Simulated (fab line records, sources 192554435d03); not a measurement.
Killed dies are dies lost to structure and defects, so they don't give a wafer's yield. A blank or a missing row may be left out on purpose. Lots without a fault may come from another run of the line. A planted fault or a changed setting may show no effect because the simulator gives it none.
fab line records | flow n5_finfet | part 2 of 2: steps 21 to 29 of 29
record lots=5 wafers=15 last_day=17
route steps=1938 shown BEOL_M12@1632 BEOL_M13@1659
lots that met no fault: from a run of the same line without faults
start_h: hours from the record's first day to the start of the lot's first wafer shown | wait_h: hours since the lot's step before | " the same as in the row above | L1.1+2: a row that stands for several wafers | - no value, or no start given | * or withheld: withheld | < > ~ a bound
route shown NAME@n: a module of which the file shows steps, and the number in the route of the first | usual: mean/standard deviation of fault-free wafers | same: alike in all rows | chamber/n: place in a boat | sites: the reading at each site | _std_site: their standard deviation | _edge_site: outer sites' mean less inner sites' | radius_mm: how far each site lies from the wafer's centre | mask NAME#n: copy n | behind: the tool/chamber that last shaped the wafer | hold: why the lot was held/for how many hours/how that ended | device: the transistor (n, p or np) that didn't switch | end of line: the same wafers' tests at the end of the route | a step without rows: its recipe alone | killed: dies lost to structure and defects at the first sort, not the wafer's yield | map: a wafer's dies, x killed, . not, _ none there
set.NAME: the setting as run; set.NAME@STEP: as run at that earlier step | model.NAME: the simulator's own value behind a step, which no gauge read
lots at some steps of the route; a table a step, a row a wafer
services: from which hour (start_h, from the record's first day; less than 0 if before it) a tool's chamber was out of use, for how many hours, and why
## steps
# step N5_BEOL_M12_ANNEAL_48
# recipe temp_c=225 time_s=90 ambient=N2
# usual wafer_temp_C_max=226.1/0.31
# columns lot.wafer tool chamber start_h wait_h wafer_temp_C_max
L076.1 rtp_anneal-01 0 228.52 0.1 226.5
L076.3 " 0 " " 226.5
L076.4 " 0 " " 226.5
L085.1 rtp_anneal-01 0 285.70 0.1 226.0
L085.4 " 0 " " 225.9
L085.5 " 0 " " 226.5
L088.3 rtp_anneal-02 0 307.03 0.2 226.1
L088.5 " 0 " " 225.9
L088.6 " 0 " " 226.3
L089.2 rtp_anneal-02 0 315.00 0.1 226.1
L089.3 " 0 " " 226.2
L089.5 " 0 " " 225.7
L097.1 rtp_anneal-02 0 366.80 0.6 225.8
L097.4 " 0 " " 225.8
L097.5 " 0 " " 225.8
# step N5_BEOL_M12_CMP_49
# recipe stop_on=SiOC t_overpolish_s=20.6 down_force_psi=1 platen_rpm=50 clearing_platen_down_force_psi=1.5 clearing_platen_rpm=50 post_cmp_clean=cu_alkaline target_thk_nm=320 clearing_platen_pad_velocity_m_s=0.99484 pad_velocity_m_s=0.99484
# usual barrier_field_endpoint_s=29.9/0.83 motor_current_A=6.0/0.62 overpolish_run_s=20.599/0.0082 slurry_filter_dp_kPa=13.51/0.13
# columns lot.wafer tool chamber start_h wait_h barrier_field_endpoint_s motor_current_A overpolish_run_s slurry_filter_dp_kPa
L076.3 cmp-01 1 229.09 0.3 28.6 6.1 20.588 13.48
L076.4 " 3 " " 30.1 6.0 20.584 13.58
L076.1 " 0 " " 29.1 5.7 20.604 13.35
L085.1 cmp-01 2 286.01 0.3 30.6 7.4 20.593 13.50
L085.4 " 0 " " 30.1 5.4 20.608 13.66
L085.5 " 2 " " 31.7 7.1 20.581 13.67
L088.3 cmp-03 3 307.28 0.2 29.8 5.7 20.594 13.59
L088.5 " 2 " " 30.3 6.3 20.597 13.63
L088.6 " 3 " " 30.3 5.5 20.605 13.48
L089.3 cmp-01 3 315.32 0.2 30.3 5.9 20.607 13.45
L089.2 " 0 " " 30.0 5.3 20.601 13.52
L089.5 " 2 " " 31.9 7.5 20.603 13.41
L097.1 cmp-01 0 367.10 0.3 29.4 5.5 20.607 13.49
L097.4 " 1 " " 30.0 6.2 20.598 13.34
L097.5 " 1 " " 30.0 6.1 20.591 13.80
# step N5_BEOL_M12_THK_MEAS_50
# recipe thk_meas_gauge=xrf reads=Cu_of_BEOL_M12_ECD_47
# usual M12_THK=324/7.1
# columns lot.wafer tool chamber start_h wait_h M12_THK[nm]
L076.1 film_metro-01 - 229.38 - 318
L076.3 " - " " 322
L076.4 " - " " 316
L085.1 film_metro-02 - 286.30 - 334
L085.4 " - " " 324
L085.5 " - " " 335
L088.3 film_metro-01 - 307.53 - 330
L088.5 " - " " 320
L088.6 " - " " 327
L089.2 film_metro-01 - 315.54 - 318
L089.3 " - " " 326
L089.5 " - " " 328
L097.1 film_metro-02 - 367.40 - 339
L097.4 " - " " 336
L097.5 " - " " 329
# step N5_BEOL_M12_PRE_CLEAN_52
# recipe gas=NH3 time_s=15 temp_c=withheld rf_power_w=300
# columns lot.wafer tool chamber start_h wait_h
L076.1+3+4 pecvd-02 0,1,0 229.42 0.0
L085.1+4+5 pecvd-02 1,0,2 286.34 0.0
L088.3+5+6 pecvd-01 0,1,0 307.57 0.0
L089.2+3+5 pecvd-02 1,2,2 315.58 0.0
L097.1+4+5 pecvd-02 0,0,2 367.43 0.0
# step N5_BEOL_M12_DEP_53
# recipe material=SiCN target_thk_a=300 temp_c=withheld precursor=3MS/NH3 pressure_torr=3 rf_w=675 time_s=10.5
# usual showerhead_plenum_p_Torr=4.150/0.017 throttle_valve_pct=18.3/0.99
# columns lot.wafer tool chamber start_h wait_h showerhead_plenum_p_Torr throttle_valve_pct
L076.1 pecvd-02 0 229.46 0.0 4.123 18.1
L076.3 " 1 " " 4.179 19.1
L076.4 " 0 " " 4.134 18.0
L085.1 pecvd-02 1 286.37 0.0 4.180 19.0
L085.4 " 0 " " 4.120 18.3
L085.5 " 2 " " 4.155 16.6
L088.3 pecvd-01 0 307.59 0.0 4.156 18.5
L088.5 " 1 " " 4.145 19.9
L088.6 " 0 " " 4.148 18.2
L089.2 pecvd-02 1 315.60 0.0 4.185 18.9
L089.3 " 2 " " 4.144 16.6
L089.5 " 2 " " 4.165 16.7
L097.1 pecvd-02 0 367.46 0.0 4.121 18.3
L097.4 " 0 " " 4.125 18.3
L097.5 " 2 " " 4.158 16.8
# step N5_BEOL_M12_RS_MEAS_54
# recipe thk_meas_gauge=four-point-probe reads=Cu_of_BEOL_M12_ECD_47+Ta_of_BEOL_M12_SPUTTER_44+TaN_of_BEOL_M12_SPUTTER_43
# usual M12_RS=0.0600/0.0012
# columns lot.wafer tool chamber start_h wait_h M12_RS[ohm/sq]
L076.1 film_metro-02 - 229.54 0.1 0.0608
L076.3 " - " " 0.0601
L076.4 " - " " 0.0612
L085.1 film_metro-01 - 286.43 0.0 0.0586
L085.4 " - " " 0.0603
L085.5 " - " " 0.0582
L088.3 film_metro-02 - 307.66 0.0 0.0585
L088.5 " - " " 0.0604
L088.6 " - " " 0.0587
L089.2 film_metro-01 - 315.67 0.0 0.0608
L089.3 " - " " 0.0593
L089.5 " - " " 0.0590
L097.1 film_metro-02 - 367.52 0.0 0.0579
L097.4 " - " " 0.0581
L097.5 " - " " 0.0593
# step N5_BEOL_M12_INSPECT_55
# recipe inspect_instrument=darkfield mode=post_dep
# usual raw_defect_count=66/22
# columns lot.wafer tool chamber start_h wait_h raw_defect_count
L076.1 defect_inspect-02 - 229.56 0.0 70
L076.3 " - " " 73
L076.4 " - " " 50
L085.1 defect_inspect-01 - 286.45 0.0 65
L085.4 " - " " 54
L085.5 " - " " 53
L088.3 defect_inspect-01 - 307.68 0.0 56
L088.5 " - " " 39
L088.6 " - " " 53
L089.2 defect_inspect-01 - 315.69 0.0 96
L089.3 " - " " 85
L089.5 " - " " 87
L097.1 defect_inspect-02 - 367.55 0.0 68
L097.4 " - " " 53
L097.5 " - " " 112
# step N5_BEOL_M13_ILD_DEP_00
# recipe material=SiOC target_thk_a=8379.2 temp_c=350 precursor=DEMS/O2 pressure_torr=5 rf_w=500 time_s=166.4
# usual heater_power_outer_w=264/49 heater_power_w=495/72 showerhead_plenum_p_Torr=5.686/0.013 throttle_valve_pct=12.2/0.9
# columns lot.wafer tool chamber start_h wait_h heater_power_outer_w heater_power_w showerhead_plenum_p_Torr throttle_valve_pct
L076.1 pecvd-04 1 229.60 0.0 291 495 5.693 13.8
L076.3 " 2 " " 282 538 5.686 11.0
L076.4 " 1 " " 320 542 5.689 13.9
L085.1 pecvd-01 0 286.49 0.0 283 522 5.692 12.2
L085.4 " 1 " " 216 420 5.668 13.3
L085.5 " 0 " " 307 567 5.682 12.1
L088.3 pecvd-03 2 307.72 0.0 203 412 5.671 11.7
L088.5 " 1 " " 292 568 5.681 12.4
L088.6 " 0 " " 260 515 5.689 12.2
L089.2 pecvd-04 1 315.73 0.0 346 599 5.716 13.8
L089.3 " 0 " " 256 433 5.674 12.2
L089.5 " 0 " " 260 463 5.659 12.1
L097.1 pecvd-03 2 367.58 0.0 243 470 5.673 11.8
L097.4 " 1 " " 223 471 5.676 12.4
L097.5 " 0 " " 334 618 5.687 12.3
# step N5_BEOL_M13_THK_MEAS_01
# recipe reads=SiOC_of_BEOL_M13_ILD_DEP_00
# usual M13_ILD_THK=837/11
# columns lot.wafer tool chamber start_h wait_h M13_ILD_THK[nm]
L076.1 film_metro-01 - 229.75 0.1 836
L076.3 " - " " 822
L076.4 " - " " 840
L085.1 film_metro-01 - 286.64 0.1 816
L085.4 " - " " 833
L085.5 " - " " 845
L088.3 film_metro-01 - 307.87 0.1 830
L088.5 " - " " 842
L088.6 " - " " 851
L089.2 film_metro-01 - 315.88 0.1 830
L089.3 " - " " 829
L089.5 " - " " 841
L097.1 film_metro-01 - 367.73 0.1 836
L097.4 " - " " 835
L097.5 " - " " 840
## services
# columns tool chamber start_h hours kind
pecvd-03 1 206.10 6.1 repair
rie_diel-04 0 208.52 8.1 repair
ecd_cu-02 - 212.74 0.9 repair
rie_diel-06 - 224.00 4.3 pm
pecvd-04 - 238.23 0.5 repair
cmp-01 - 246.07 4.0 pm
pecvd-02 - 250.62 2.8 pm
pecvd-04 0 251.52 12.3 repair
ecd_cu-01 - 255.51 0.9 repair
wet_bench-03 - 260.92 1.9 repair
rie_diel-02 2 266.21 11.0 repair
cmp-01 - 266.75 7.0 pm
pecvd-03 - 271.33 1.2 repair
cmp-01 - 275.51 1.6 repair
rie_diel-04 - 279.19 1.3 repair
rie_diel-04 2 280.55 4.1 repair
pvd_sputter-02 - 284.61 5.1 repair
pecvd-02 - 290.31 6.1 repair
pecvd-02 1 298.53 6.5 repair
pecvd-01 - 306.51 1.0 repair
ecd_cu-01 - 313.45 7.2 repair
rie_diel-06 - 319.94 0.8 repair
pecvd-04 - 323.14 1.8 repair
rie_diel-04 0 366.47 32.6 repair
